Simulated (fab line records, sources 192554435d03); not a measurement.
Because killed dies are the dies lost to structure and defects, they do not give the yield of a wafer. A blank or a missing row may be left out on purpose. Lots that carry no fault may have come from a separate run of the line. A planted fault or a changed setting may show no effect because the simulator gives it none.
Which tool is to blame? || flow n5_finfet || 9 lots, 27 wafers sampled, at 6 steps of a route of 1938

WHAT THE GAUGES READ, wafer by wafer
N5_BEOL_M4_RC_MEAS_101. Usual: DIBL_N 36.4 mV/V, standard deviation 1.4; DIBL_P 36.3 mV/V, standard deviation 1.5; IOFF_N 0.162 nA/um, standard deviation 0.023; IOFF_P 0.211 nA/um, standard deviation 0.027; ION_N 676 uA/um, standard deviation 9.7; ION_P 463 uA/um, standard deviation 6.4; SS_N 71.5 mV/dec, standard deviation 0.5; SS_P 73.3 mV/dec, standard deviation 0.6; VT_N 249.3 mV, standard deviation 2.5; VT_P -249.9 mV, standard deviation 2.8.
{"lot": "L953", "measured": "day 7 19:14", "on": "prober-02", "DIBL_N (mV/V)": "37.8 37.2 38.0", "DIBL_P (mV/V)": "35.0 35.9 36.3", "IOFF_N (nA/um)": "0.163 0.155 0.161", "IOFF_P (nA/um)": "0.205 0.225 0.222", "ION_N (uA/um)": "663 672 664", "ION_P (uA/um)": "456 466 457", "SS_N (mV/dec)": "72.0 71.1 71.8", "SS_P (mV/dec)": "73.1 72.1 73.2", "VT_N (mV)": "250.6 249.4 250.6", "VT_P (mV)": "-251.6 -249.4 -248.1", "flag": ""}
{"lot": "L957", "measured": "day 9 03:29", "on": "prober-01", "DIBL_N (mV/V)": "37.1 35.7 36.9", "DIBL_P (mV/V)": "37.2 35.8 37.4", "IOFF_N (nA/um)": "0.183 0.159 0.177", "IOFF_P (nA/um)": "0.225 0.202 0.217", "ION_N (uA/um)": "700 688 693", "ION_P (uA/um)": "469 467 467", "SS_N (mV/dec)": "71.8 71.3 71.5", "SS_P (mV/dec)": "73.9 73.1 74.4", "VT_N (mV)": "247.9 246.8 248.6", "VT_P (mV)": "-248.5 -252.4 -251.1", "flag": ""}
{"lot": "L958", "measured": "day 9 05:01", "on": "prober-02", "DIBL_N (mV/V)": "35.4 36.2 33.2", "DIBL_P (mV/V)": "36.3 37.1 33.3", "IOFF_N (nA/um)": "0.174 0.183 0.131", "IOFF_P (nA/um)": "0.253 0.274 0.208", "ION_N (uA/um)": "677 678 675", "ION_P (uA/um)": "470 472 471", "SS_N (mV/dec)": "71.4 71.1 71.1", "SS_P (mV/dec)": "73.0 73.0 72.1", "VT_N (mV)": "247.8 246.7 250.9", "VT_P (mV)": "-245.6 -242.0 -245.3", "flag": ""}
{"lot": "L959", "measured": "day 9 20:55", "on": "prober-01", "DIBL_N (mV/V)": "33.7 36.4 37.4", "DIBL_P (mV/V)": "33.6 36.3 38.2", "IOFF_N (nA/um)": "0.121 0.162 0.174", "IOFF_P (nA/um)": "0.176 0.223 0.237", "ION_N (uA/um)": "664 671 670", "ION_P (uA/um)": "462 461 458", "SS_N (mV/dec)": "70.7 70.9 71.6", "SS_P (mV/dec)": "72.0 72.7 73.3", "VT_N (mV)": "253.4 249.2 249.3", "VT_P (mV)": "-253.6 -250.1 -247.8", "flag": ""}
{"lot": "L965", "measured": "day 11 01:06", "on": "prober-02", "DIBL_N (mV/V)": "38.3 36.5 37.7", "DIBL_P (mV/V)": "37.4 35.2 36.0", "IOFF_N (nA/um)": "0.166 0.143 0.160", "IOFF_P (nA/um)": "0.247 0.202 0.222", "ION_N (uA/um)": "669 679 670", "ION_P (uA/um)": "462 467 455", "SS_N (mV/dec)": "71.2 71.3 71.3", "SS_P (mV/dec)": "73.4 73.2 72.9", "VT_N (mV)": "248.3 247.4 249.1", "VT_P (mV)": "-245.2 -248.1 -247.1", "flag": ""}
{"lot": "L968", "measured": "day 12 08:04", "on": "prober-02", "DIBL_N (mV/V)": "36.4 38.5 36.7", "DIBL_P (mV/V)": "35.6 38.1 36.1", "IOFF_N (nA/um)": "0.141 0.177 0.150", "IOFF_P (nA/um)": "0.203 0.247 0.213", "ION_N (uA/um)": "683 692 676", "ION_P (uA/um)": "470 472 467", "SS_N (mV/dec)": "71.8 71.7 72.1", "SS_P (mV/dec)": "73.0 73.6 72.8", "VT_N (mV)": "250.3 246.2 248.3", "VT_P (mV)": "-251.5 -246.2 -247.7", "flag": ""}
{"lot": "L972", "measured": "day 13 07:33", "on": "prober-02", "DIBL_N (mV/V)": "36.0 36.4 36.4", "DIBL_P (mV/V)": "34.2 33.9 35.0", "IOFF_N (nA/um)": "0.153 0.162 0.162", "IOFF_P (nA/um)": "0.213 0.216 0.231", "ION_N (uA/um)": "670 661 665", "ION_P (uA/um)": "462 457 466", "SS_N (mV/dec)": "71.6 71.6 71.4", "SS_P (mV/dec)": "73.0 71.9 73.6", "VT_N (mV)": "250.2 250.8 250.8", "VT_P (mV)": "-250.2 -246.2 -248.0", "flag": ""}
{"lot": "L974", "measured": "day 13 08:16", "on": "prober-01", "DIBL_N (mV/V)": "36.9 40.8 38.4", "DIBL_P (mV/V)": "36.1 42.2 38.3", "IOFF_N (nA/um)": "0.163 0.254 0.188", "IOFF_P (nA/um)": "0.192 0.309 0.240", "ION_N (uA/um)": "676 706 699", "ION_P (uA/um)": "459 473 472", "SS_N (mV/dec)": "71.7 72.2 71.9", "SS_P (mV/dec)": "73.5 75.0 74.3", "VT_N (mV)": "249.4 244.1 248.1", "VT_P (mV)": "-251.9 -243.8 -250.8", "flag": ""}
{"lot": "L975", "measured": "day 13 09:50", "on": "prober-02", "DIBL_N (mV/V)": "34.1 37.0 35.6", "DIBL_P (mV/V)": "32.7 36.4 35.0", "IOFF_N (nA/um)": "0.122 0.164 0.149", "IOFF_P (nA/um)": "0.172 0.225 0.198", "ION_N (uA/um)": "674 673 691", "ION_P (uA/um)": "465 463 470", "SS_N (mV/dec)": "70.9 71.6 71.2", "SS_P (mV/dec)": "72.6 73.3 73.7", "VT_N (mV)": "252.4 248.5 247.3", "VT_P (mV)": "-251.9 -248.6 -248.5", "flag": ""}

N5_BEOL_M12_CD_MEAS_10: the cd target is 140 nm. Usual: cd_nm reads 140.6 nm (standard deviation 1.3).
{"lot": "L953", "measured": "day 10 12:29", "on": "cd_sem-03", "cd_nm (nm)": "141.8 142.9 140.4", "flag": ""}
{"lot": "L965", "measured": "day 13 16:16", "on": "cd_sem-01", "cd_nm (nm)": "140.3 141.0 139.3", "flag": ""}
{"lot": "L968", "measured": "day 14 19:50", "on": "cd_sem-01", "cd_nm (nm)": "138.8 141.0 139.5", "flag": ""}
{"lot": "L972", "measured": "day 15 18:20", "on": "cd_sem-01", "cd_nm (nm)": "138.3 142.5 142.5", "flag": ""}
{"lot": "L974", "measured": "day 16 01:16", "on": "cd_sem-03", "cd_nm (nm)": "139.7 140.1 138.6", "flag": ""}
{"lot": "L975", "measured": "day 16 01:47", "on": "cd_sem-01", "cd_nm (nm)": "140.4 143.3 142.7", "flag": ""}

WHICH TOOL RAN EACH LOT (tool, then ch and the chambers of the sampled wafers, then the start)
{"lot": "L953", "N5_BEOL_M11_DESCUM_33": "rie_diel-03 ch 0,2, day 10 08:57", "N5_BEOL_M11_ALD_74": "ald_metal-02 ch 0,2, day 10 10:29", "N5_BEOL_M11_SURFACE_TREAT_76": "pvd_sputter-02, day 10 10:46", "N5_BEOL_M11_CMP_52": "cmp-04 ch 0,1,2, day 10 11:34"}
{"lot": "L957", "N5_BEOL_M11_DESCUM_33": "rie_diel-05 ch 0,3, day 11 20:47", "N5_BEOL_M11_ALD_74": "ald_metal-04 ch 1,2, day 11 22:20", "N5_BEOL_M11_SURFACE_TREAT_76": "pvd_sputter-03, day 11 23:01", "N5_BEOL_M11_CMP_52": "cmp-03 ch 0,1,3, day 12 02:08"}
{"lot": "L958", "N5_BEOL_M11_DESCUM_33": "rie_diel-01 ch 2,3, day 12 01:10", "N5_BEOL_M11_ALD_74": "ald_metal-04 ch 1,2,3, day 12 02:41", "N5_BEOL_M11_SURFACE_TREAT_76": "pvd_sputter-01, day 12 03:02", "N5_BEOL_M11_CMP_52": "cmp-04 ch 0,1,2, day 12 03:57"}
{"lot": "L959", "N5_BEOL_M11_DESCUM_33": "rie_diel-03 ch 0,1,3, day 12 13:46", "N5_BEOL_M11_ALD_74": "ald_metal-04 ch 0,1, day 12 14:57", "N5_BEOL_M11_SURFACE_TREAT_76": "pvd_sputter-03, day 12 15:21", "N5_BEOL_M11_CMP_52": "cmp-04 ch 0,1,3, day 12 16:22"}
{"lot": "L965", "N5_BEOL_M11_DESCUM_33": "rie_diel-05 ch 2,3, day 13 12:19", "N5_BEOL_M11_ALD_74": "ald_metal-04 ch 0,3, day 13 14:01", "N5_BEOL_M11_SURFACE_TREAT_76": "pvd_sputter-02, day 13 14:20", "N5_BEOL_M11_CMP_52": "cmp-03 ch 2,3, day 13 15:20"}
{"lot": "L968", "N5_BEOL_M11_DESCUM_33": "rie_diel-05 ch 0,1,2, day 14 16:20", "N5_BEOL_M11_ALD_74": "ald_metal-04 ch 1,2, day 14 17:31", "N5_BEOL_M11_SURFACE_TREAT_76": "pvd_sputter-01, day 14 17:52", "N5_BEOL_M11_CMP_52": "cmp-03 ch 2,3, day 14 18:57"}
{"lot": "L972", "N5_BEOL_M11_DESCUM_33": "rie_diel-03 ch 0,2, day 15 14:55", "N5_BEOL_M11_ALD_74": "ald_metal-04 ch 1,2,3, day 15 16:04", "N5_BEOL_M11_SURFACE_TREAT_76": "pvd_sputter-02, day 15 16:21", "N5_BEOL_M11_CMP_52": "cmp-04 ch 0,1, day 15 17:27"}
{"lot": "L974", "N5_BEOL_M11_DESCUM_33": "rie_diel-01 ch 0,2,3, day 15 21:31", "N5_BEOL_M11_ALD_74": "ald_metal-03 ch 0,1,3, day 15 23:08", "N5_BEOL_M11_SURFACE_TREAT_76": "pvd_sputter-03, day 15 23:29", "N5_BEOL_M11_CMP_52": "cmp-04 ch 0,1,3, day 16 00:13"}
{"lot": "L975", "N5_BEOL_M11_DESCUM_33": "rie_diel-03 ch 0,2, day 15 21:58", "N5_BEOL_M11_ALD_74": "ald_metal-02 ch 0,1, day 15 23:13", "N5_BEOL_M11_SURFACE_TREAT_76": "pvd_sputter-02, day 15 23:30", "N5_BEOL_M11_CMP_52": "cmp-01 ch 0,3, day 16 00:55"}
- N5_BEOL_M11_DESCUM_33: chemistry O2, time 7.9 s.
- N5_BEOL_M11_ALD_74: deposits TaN, target thk 2 nm, pulse time 2 s, purge time 3 s.
- N5_BEOL_M11_SURFACE_TREAT_76
- N5_BEOL_M11_CMP_52: polishes, stops on SiCOH lowk, t overpolish 7 s, target thk 140 nm.

AS READ BY THE TOOLS THEMSELVES (means over the sampled wafers that have a number; for cases with no such wafer, the mark the record gives instead)
N5_BEOL_M11_DESCUM_33. Usual: drypump_motor_current_A 5.7 A, standard deviation 0.41; oes_product_au 0.79 a.u., standard deviation 0.077; rf_vpp_V 243.0 V, standard deviation 1.1; showerhead_plenum_p_Torr 2.09 Torr, standard deviation 0.046; throttle_valve_pct 20.40 %, standard deviation 0.29.
{"lot": "L953", "tool": "rie_diel-03", "drypump_motor_current_A (A)": 6.0, "oes_product_au (a.u.)": 0.76, "rf_vpp_V (V)": 242.5, "showerhead_plenum_p_Torr (Torr)": 2.04, "throttle_valve_pct (%)": 20.22, "flag": ""}
{"lot": "L957", "tool": "rie_diel-05", "drypump_motor_current_A (A)": 5.5, "oes_product_au (a.u.)": 0.72, "rf_vpp_V (V)": 243.2, "showerhead_plenum_p_Torr (Torr)": 2.08, "throttle_valve_pct (%)": 20.93, "flag": ""}
{"lot": "L958", "tool": "rie_diel-01", "drypump_motor_current_A (A)": 5.5, "oes_product_au (a.u.)": 0.85, "rf_vpp_V (V)": 242.6, "showerhead_plenum_p_Torr (Torr)": 2.07, "throttle_valve_pct (%)": 20.14, "flag": ""}
{"lot": "L959", "tool": "rie_diel-03", "drypump_motor_current_A (A)": 6.2, "oes_product_au (a.u.)": 0.78, "rf_vpp_V (V)": 242.8, "showerhead_plenum_p_Torr (Torr)": 2.10, "throttle_valve_pct (%)": 20.33, "flag": ""}
{"lot": "L965", "tool": "rie_diel-05", "drypump_motor_current_A (A)": 5.3, "oes_product_au (a.u.)": 0.77, "rf_vpp_V (V)": 242.9, "showerhead_plenum_p_Torr (Torr)": 2.10, "throttle_valve_pct (%)": 20.59, "flag": ""}
{"lot": "L968", "tool": "rie_diel-05", "drypump_motor_current_A (A)": 5.6, "oes_product_au (a.u.)": 0.85, "rf_vpp_V (V)": 243.1, "showerhead_plenum_p_Torr (Torr)": 2.10, "throttle_valve_pct (%)": 20.39, "flag": ""}
{"lot": "L972", "tool": "rie_diel-03", "drypump_motor_current_A (A)": 5.7, "oes_product_au (a.u.)": 0.71, "rf_vpp_V (V)": 242.3, "showerhead_plenum_p_Torr (Torr)": 2.04, "throttle_valve_pct (%)": 20.34, "flag": ""}
{"lot": "L974", "tool": "rie_diel-01", "drypump_motor_current_A (A)": 5.5, "oes_product_au (a.u.)": 0.79, "rf_vpp_V (V)": 242.3, "showerhead_plenum_p_Torr (Torr)": 2.07, "throttle_valve_pct (%)": 20.29, "flag": ""}
{"lot": "L975", "tool": "rie_diel-03", "drypump_motor_current_A (A)": 5.7, "oes_product_au (a.u.)": 0.71, "rf_vpp_V (V)": 242.6, "showerhead_plenum_p_Torr (Torr)": 2.04, "throttle_valve_pct (%)": 20.35, "flag": ""}

N5_BEOL_M11_ALD_74. Usual: chamber_pressure_Torr 3.000 Torr, standard deviation 0.0068; heater_power_outer_w 237 W, standard deviation 33; heater_power_w 436 W, standard deviation 48.
{"lot": "L953", "tool": "ald_metal-02", "chamber_pressure_Torr (Torr)": 3.010, "heater_power_outer_w (W)": 218, "heater_power_w (W)": 415, "flag": ""}
{"lot": "L957", "tool": "ald_metal-04", "chamber_pressure_Torr (Torr)": "-", "heater_power_outer_w (W)": "-", "heater_power_w (W)": "-", "flag": "OFF"}
{"lot": "L958", "tool": "ald_metal-04", "chamber_pressure_Torr (Torr)": "-", "heater_power_outer_w (W)": "-", "heater_power_w (W)": "-", "flag": "OFF"}
{"lot": "L959", "tool": "ald_metal-04", "chamber_pressure_Torr (Torr)": "-", "heater_power_outer_w (W)": "-", "heater_power_w (W)": "-", "flag": "OFF"}
{"lot": "L965", "tool": "ald_metal-04", "chamber_pressure_Torr (Torr)": 3.002, "heater_power_outer_w (W)": 228, "heater_power_w (W)": 437, "flag": ""}
{"lot": "L968", "tool": "ald_metal-04", "chamber_pressure_Torr (Torr)": 3.006, "heater_power_outer_w (W)": 276, "heater_power_w (W)": 488, "flag": ""}
{"lot": "L972", "tool": "ald_metal-04", "chamber_pressure_Torr (Torr)": 2.993, "heater_power_outer_w (W)": 241, "heater_power_w (W)": 447, "flag": ""}
{"lot": "L974", "tool": "ald_metal-03", "chamber_pressure_Torr (Torr)": 3.001, "heater_power_outer_w (W)": 254, "heater_power_w (W)": 445, "flag": ""}
{"lot": "L975", "tool": "ald_metal-02", "chamber_pressure_Torr (Torr)": 3.005, "heater_power_outer_w (W)": 225, "heater_power_w (W)": 430, "flag": ""}

N5_BEOL_M11_CMP_52. Usual: barrier_field_endpoint_s 29.1 s, standard deviation 0.74; motor_current_A 6.0 A, standard deviation 0.37; slurry_filter_dp_kPa 13.50 kPa, standard deviation 0.12.
{"lot": "L953", "tool": "cmp-04", "barrier_field_endpoint_s (s)": 29.5, "motor_current_A (A)": 6.1, "slurry_filter_dp_kPa (kPa)": 13.50, "flag": ""}
{"lot": "L957", "tool": "cmp-03", "barrier_field_endpoint_s (s)": 26.5, "motor_current_A (A)": 5.9, "slurry_filter_dp_kPa (kPa)": 13.51, "flag": "OFF"}
{"lot": "L958", "tool": "cmp-04", "barrier_field_endpoint_s (s)": 26.7, "motor_current_A (A)": 6.0, "slurry_filter_dp_kPa (kPa)": 13.50, "flag": "OFF"}
{"lot": "L959", "tool": "cmp-04", "barrier_field_endpoint_s (s)": 26.7, "motor_current_A (A)": 5.9, "slurry_filter_dp_kPa (kPa)": 13.51, "flag": "OFF"}
{"lot": "L965", "tool": "cmp-03", "barrier_field_endpoint_s (s)": 29.9, "motor_current_A (A)": 6.0, "slurry_filter_dp_kPa (kPa)": 13.46, "flag": ""}
{"lot": "L968", "tool": "cmp-03", "barrier_field_endpoint_s (s)": 30.7, "motor_current_A (A)": 5.9, "slurry_filter_dp_kPa (kPa)": 13.36, "flag": ""}
{"lot": "L972", "tool": "cmp-04", "barrier_field_endpoint_s (s)": 28.9, "motor_current_A (A)": 5.8, "slurry_filter_dp_kPa (kPa)": 13.61, "flag": ""}
{"lot": "L974", "tool": "cmp-04", "barrier_field_endpoint_s (s)": 29.2, "motor_current_A (A)": 5.8, "slurry_filter_dp_kPa (kPa)": 13.44, "flag": ""}
{"lot": "L975", "tool": "cmp-01", "barrier_field_endpoint_s (s)": 28.3, "motor_current_A (A)": 5.7, "slurry_filter_dp_kPa (kPa)": 13.41, "flag": ""}

THE ANSWER, worked out from the rows above alone
Rule: lot off if the mean of its wafers having a number is beyond 3 standard deviations from the usual mean. A lot without any number at a reading at which 4 lots or more have one is off too. Any other lot the step has rows for is counted as sound. First the gauges in route order, then the tools' own readings, where a lot's mean is used as printed above. The first step at which some lot is off is used, and at that step the reading that is off furthest; a lot without a number counts as furthest.
Off, at N5_BEOL_M11_ALD_74 on chamber_pressure_Torr: L957, L958, L959. Without a number there: L957, L958, L959.
A tool fits if, at that step or a process step before it, it ran every lot that is off, and no sound lot after the first of them. Of those tried, none fits.

WHAT THE SIMULATOR PUT IN
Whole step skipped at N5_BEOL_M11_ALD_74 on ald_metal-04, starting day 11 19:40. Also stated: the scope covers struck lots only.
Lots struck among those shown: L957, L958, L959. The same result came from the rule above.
